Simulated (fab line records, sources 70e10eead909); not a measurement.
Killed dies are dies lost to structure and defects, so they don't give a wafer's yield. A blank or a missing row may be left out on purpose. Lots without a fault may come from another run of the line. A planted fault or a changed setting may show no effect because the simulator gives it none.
Which tool did it? | flow nand_harc | 24 lots, 72 wafers sampled, at 4 steps of a route of 1159

WHAT THE GAUGES READ, wafer by wafer
NHARC_A_M0_INSPECT_27.
lot  | measured     | on                | raw_defect_count
L077 | day 22 23:38 | defect_inspect-01 | 758 1035 551
L078 | day 23 07:13 | defect_inspect-01 | 382 355 292
L074 | day 23 10:40 | defect_inspect-02 | 405 341 387
L076 | day 23 11:02 | defect_inspect-01 | 297 302 297
L075 | day 23 11:57 | defect_inspect-02 | 398 420 481
L082 | day 23 12:51 | defect_inspect-01 | 382 565 443
L080 | day 23 19:35 | defect_inspect-01 | 392 373 372
L079 | day 23 23:38 | defect_inspect-02 | 532 452 452
L081 | day 24 00:03 | defect_inspect-02 | 547 343 391
L084 | day 24 00:31 | defect_inspect-01 | 330 288 360
L083 | day 24 01:41 | defect_inspect-02 | 286 324 269
L087 | day 24 06:07 | defect_inspect-01 | 946 436 864
L088 | day 25 05:47 | defect_inspect-01 | 466 356 411
L085 | day 25 06:05 | defect_inspect-02 | 337 401 367
L089 | day 25 07:10 | defect_inspect-01 | 472 435 349
L093 | day 25 07:52 | defect_inspect-02 | 384 340 349
L091 | day 25 08:11 | defect_inspect-01 | 482 649 498
L092 | day 25 08:17 | defect_inspect-01 | 510 358 338
L095 | day 25 12:56 | defect_inspect-01 | 479 602 473
L094 | day 25 14:19 | defect_inspect-02 | 435 546 553
L090 | day 25 19:21 | defect_inspect-01 | 335 371 267
L086 | day 26 04:27 | defect_inspect-01 | 345 450 459
L097 | day 26 15:07 | defect_inspect-02 | 376 390 444
L096 | day 26 16:13 | defect_inspect-02 | 331 317 345

NHARC_A_BONDPAD_CD_MEAS_13.
lot  | measured     | on        | cd_nm (nm)
L077 | day 23 06:11 | cd_sem-02 | 501.9 502.2 503.1
L078 | day 23 14:06 | cd_sem-02 | 499.8 500.3 501.2
L074 | day 23 17:13 | cd_sem-03 | 499.6 501.8 500.0
L076 | day 23 17:41 | cd_sem-02 | 499.6 500.7 497.8
L075 | day 23 18:32 | cd_sem-02 | 499.4 496.3 500.8
L082 | day 23 19:29 | cd_sem-02 | 498.1 496.9 500.0
L080 | day 24 02:25 | cd_sem-02 | 499.8 497.9 498.7
L079 | day 24 06:10 | cd_sem-03 | 499.1 500.5 497.2
L081 | day 24 06:42 | cd_sem-02 | 497.2 499.5 500.3
L084 | day 24 07:04 | cd_sem-03 | 501.9 501.2 500.3
L083 | day 24 08:11 | cd_sem-03 | 498.5 501.1 499.1
L087 | day 24 12:55 | cd_sem-02 | 498.1 502.8 499.1
L088 | day 25 12:31 | cd_sem-03 | 500.3 496.5 497.1
L085 | day 25 12:43 | cd_sem-01 | 499.8 502.7 498.2
L089 | day 25 13:49 | cd_sem-03 | 498.9 499.7 498.6
L093 | day 25 15:08 | cd_sem-02 | 499.2 496.6 497.7
L091 | day 25 16:26 | cd_sem-02 | 498.2 496.8 497.5
L092 | day 25 16:08 | cd_sem-02 | 501.3 502.8 501.6
L095 | day 25 19:41 | cd_sem-03 | 503.2 498.3 498.9
L094 | day 25 21:08 | cd_sem-01 | 502.3 501.2 501.3
L090 | day 26 02:02 | cd_sem-02 | 502.6 500.9 501.9
L086 | day 26 11:05 | cd_sem-03 | 496.7 499.1 499.6
L097 | day 26 21:40 | cd_sem-03 | 499.1 500.6 502.9
L096 | day 26 22:55 | cd_sem-03 | 502.2 499.0 501.2

WHICH TOOL RAN EACH LOT (tool, then ch and the chambers of the sampled wafers, then the start)
lot  | NHARC_A_CONTACT_STRIP_82                      | NHARC_A_BLC_STRIP_21
L077 | rie_diel-06 ch 1,2,3, day 21 15:52 or earlier | rie_diel-12 ch 0,1,3, day 21 15:52
L078 | rie_diel-06 ch 0,1,2, day 21 22:53 or earlier | rie_diel-01 ch 0,2,3, day 21 22:53
L074 | rie_diel-06 ch 0,3, day 22 03:56 or earlier   | rie_diel-12 ch 1,2,3, day 22 03:56
L076 | rie_diel-05 ch 1,3, day 22 04:39 or earlier   | rie_diel-12 ch 0,1,2, day 22 04:39
L075 | rie_diel-05 ch 0,2,3, day 22 06:43 or earlier | rie_diel-01 ch 0,1,3, day 22 06:43
L082 | rie_diel-06 ch 0,1,2, day 22 08:41 or earlier | rie_diel-01 ch 0,1,2, day 22 08:41
L080 | rie_diel-05 ch 0,1,2, day 22 15:17 or earlier | rie_diel-01 ch 2,3, day 22 15:17
L079 | rie_diel-05 ch 0,3, day 22 22:02 or earlier   | rie_diel-12 ch 0,1,3, day 22 22:02
L081 | rie_diel-05 ch 2,3, day 22 22:59 or earlier   | rie_diel-11 ch 0,2,3, day 22 22:59
L084 | rie_diel-06 ch 1,3, day 22 23:07 or earlier   | rie_diel-01 ch 0,3, day 22 23:07
L083 | rie_diel-04 ch 0,1,2, day 23 05:07 or earlier | rie_diel-12 ch 1,2, day 23 05:07
L087 | rie_diel-05 ch 0,3, day 23 10:22 or earlier   | rie_diel-01 ch 1,2,3, day 23 10:22
L088 | rie_diel-06 ch 1,2,3, day 23 23:22 or earlier | rie_diel-12 ch 1,2,3, day 23 23:22
L085 | rie_diel-06 ch 0,1, day 23 23:38 or earlier   | rie_diel-12 ch 0,2,3, day 23 23:38
L089 | rie_diel-06 ch 0,2,3, day 23 23:58 or earlier | rie_diel-12 ch 1,3, day 23 23:58
L093 | rie_diel-05 ch 0,2,3, day 24 03:58 or earlier | rie_diel-01 ch 0,1,2, day 24 03:58
L091 | rie_diel-06 ch 2,3, day 24 05:10 or earlier   | rie_diel-01 ch 0,2,3, day 24 05:10
L092 | rie_diel-04 ch 0,2, day 24 05:54 or earlier   | rie_diel-01 ch 0,1,2, day 24 05:54
L095 | rie_diel-06 ch 0,1,2, day 24 10:36 or earlier | rie_diel-11 ch 0,2,3, day 24 10:36
L094 | rie_diel-05 ch 0,1,2, day 24 15:38 or earlier | rie_diel-12 ch 0,1, day 24 15:38
L090 | rie_diel-04 ch 1,2, day 24 16:20 or earlier   | rie_diel-12 ch 0,1,2, day 24 16:20
L086 | rie_diel-06 ch 0,2, day 25 07:19 or earlier   | rie_diel-12 ch 1,2,3, day 25 07:19
L097 | rie_diel-06 ch 0,3, day 25 18:24 or earlier   | rie_diel-01 ch 0,3, day 25 18:24
L096 | rie_diel-05 ch 2,3, day 25 22:27 or earlier   | rie_diel-12 ch 0,1,3, day 25 22:27
- NHARC_A_CONTACT_STRIP_82: strips in O2.
- NHARC_A_BLC_STRIP_21: strips in O2.

WHAT THE TOOLS THEMSELVES READ (means of the sampled wafers that have a number; where no wafer has one, the mark that the record gives instead)
NHARC_A_CONTACT_STRIP_82.
lot  | tool        | drypump_motor_current_A (A) | oes_product_au (a.u.) | rf_vpp_V (V) | showerhead_plenum_p_Torr (Torr) | throttle_valve_pct (%)
L077 | rie_diel-06 | 5.4                         | 0.997                 | 57.9         | 3.58                            | 17.040
L078 | rie_diel-06 | 5.7                         | 0.997                 | 58.0         | 3.55                            | 17.038
L074 | rie_diel-06 | 6.2                         | 0.996                 | 58.0         | 3.64                            | 17.032
L076 | rie_diel-05 | 5.7                         | 1.004                 | 57.6         | 3.38                            | 17.034
L075 | rie_diel-05 | 5.8                         | 0.987                 | 57.7         | 3.50                            | 17.039
L082 | rie_diel-06 | 5.7                         | 0.989                 | 57.7         | 3.55                            | 17.044
L080 | rie_diel-05 | 5.9                         | 0.991                 | 57.6         | 3.52                            | 17.035
L079 | rie_diel-05 | 5.4                         | 0.989                 | 57.2         | 3.41                            | 17.036
L081 | rie_diel-05 | 5.8                         | 0.996                 | 57.1         | 3.45                            | 17.040
L084 | rie_diel-06 | 5.3                         | 0.997                 | 57.8         | 3.71                            | 17.046
L083 | rie_diel-04 | 6.1                         | 1.003                 | 57.8         | 3.48                            | 17.044
L087 | rie_diel-05 | 5.4                         | 0.989                 | 57.5         | 3.40                            | 17.041
L088 | rie_diel-06 | 5.4                         | 0.992                 | 57.6         | 3.57                            | 17.031
L085 | rie_diel-06 | 5.6                         | 0.991                 | 58.6         | 3.68                            | 17.039
L089 | rie_diel-06 | 6.0                         | 1.004                 | 57.5         | 3.52                            | 17.036
L093 | rie_diel-05 | 5.7                         | 0.988                 | 57.3         | 3.49                            | 17.044
L091 | rie_diel-06 | 5.5                         | 1.001                 | 58.6         | 3.43                            | 17.031
L092 | rie_diel-04 | 6.4                         | 1.003                 | 57.7         | 3.46                            | 17.030
L095 | rie_diel-06 | 5.7                         | 0.995                 | 58.3         | 3.54                            | 17.032
L094 | rie_diel-05 | 5.9                         | 0.992                 | 57.4         | 3.51                            | 17.039
L090 | rie_diel-04 | 6.1                         | 0.996                 | 56.9         | 3.53                            | 17.036
L086 | rie_diel-06 | 5.8                         | 1.001                 | 56.8         | 3.41                            | 17.046
L097 | rie_diel-06 | 6.4                         | 1.004                 | 58.2         | 3.61                            | 17.034
L096 | rie_diel-05 | 5.9                         | 0.999                 | 58.1         | 3.43                            | 17.036

NHARC_A_BLC_STRIP_21.
lot  | tool        | drypump_motor_current_A (A) | oes_product_au (a.u.) | rf_vpp_V (V) | showerhead_plenum_p_Torr (Torr) | throttle_valve_pct (%)
L077 | rie_diel-12 | 5.9                         | 1.005                 | 58.1         | 3.60                            | 17.031
L078 | rie_diel-01 | 5.9                         | 1.002                 | 58.4         | 3.60                            | 17.041
L074 | rie_diel-12 | 5.9                         | 1.003                 | 58.2         | 3.58                            | 17.032
L076 | rie_diel-12 | 5.7                         | 1.004                 | 57.8         | 3.47                            | 17.038
L075 | rie_diel-01 | 6.1                         | 0.999                 | 58.0         | 3.49                            | 17.038
L082 | rie_diel-01 | 6.1                         | 1.006                 | 58.1         | 3.56                            | 17.040
L080 | rie_diel-01 | 5.8                         | 1.005                 | 59.1         | 3.57                            | 17.028
L079 | rie_diel-12 | 5.9                         | 1.001                 | 57.2         | 3.60                            | 17.037
L081 | rie_diel-11 | 5.7                         | 0.990                 | 58.3         | 3.52                            | 17.039
L084 | rie_diel-01 | 5.9                         | 1.005                 | 58.1         | 3.55                            | 17.038
L083 | rie_diel-12 | 5.6                         | 1.002                 | 57.6         | 3.46                            | 17.042
L087 | rie_diel-01 | 6.0                         | 1.003                 | 58.0         | 3.53                            | 17.031
L088 | rie_diel-12 | 5.9                         | 1.006                 | 58.4         | 3.58                            | 17.030
L085 | rie_diel-12 | 5.6                         | 1.009                 | 57.5         | 3.53                            | 17.033
L089 | rie_diel-12 | 6.2                         | 1.000                 | 58.3         | 3.65                            | 17.035
L093 | rie_diel-01 | 6.1                         | 1.013                 | 57.4         | 3.56                            | 17.037
L091 | rie_diel-01 | 5.9                         | 1.010                 | 58.5         | 3.60                            | 17.038
L092 | rie_diel-01 | 6.1                         | 1.006                 | 56.9         | 3.56                            | 17.035
L095 | rie_diel-11 | 5.7                         | 1.004                 | 58.6         | 3.69                            | 17.031
L094 | rie_diel-12 | 5.7                         | 1.002                 | 58.3         | 3.49                            | 17.036
L090 | rie_diel-12 | 5.7                         | 1.000                 | 56.7         | 3.47                            | 17.035
L086 | rie_diel-12 | 5.9                         | 1.003                 | 58.5         | 3.58                            | 17.041
L097 | rie_diel-01 | 5.9                         | 1.008                 | 57.8         | 3.55                            | 17.026
L096 | rie_diel-12 | 5.9                         | 1.000                 | 58.1         | 3.59                            | 17.036

THE ANSWER, worked out from the rows above alone
Rule: what is usual is taken from the lots themselves. Put in order of their means at a reading, lots are off if they are a third of the lots or fewer, leave a main group of 4 or more, and stand apart from it by a gap of 3 or more times the standard deviation of the main group's means; of several such gaps the widest counts. A main group whose means are all the same, to the digits that the tables above print for the reading, isn't used. A lot without any number at a reading at which 4 lots or more have one is off too. The other lots that the step has rows for count as sound. The gauges are gone through in route order, then the tools' own readings, and for those a lot's mean is taken as printed above. The first step at which some lot is off is used, and at that step the reading that is off furthest; a lot without a number counts as furthest.
No lot is off at any reading shown: from this, nothing can be told.

WHAT THE SIMULATOR HAD PUT IN
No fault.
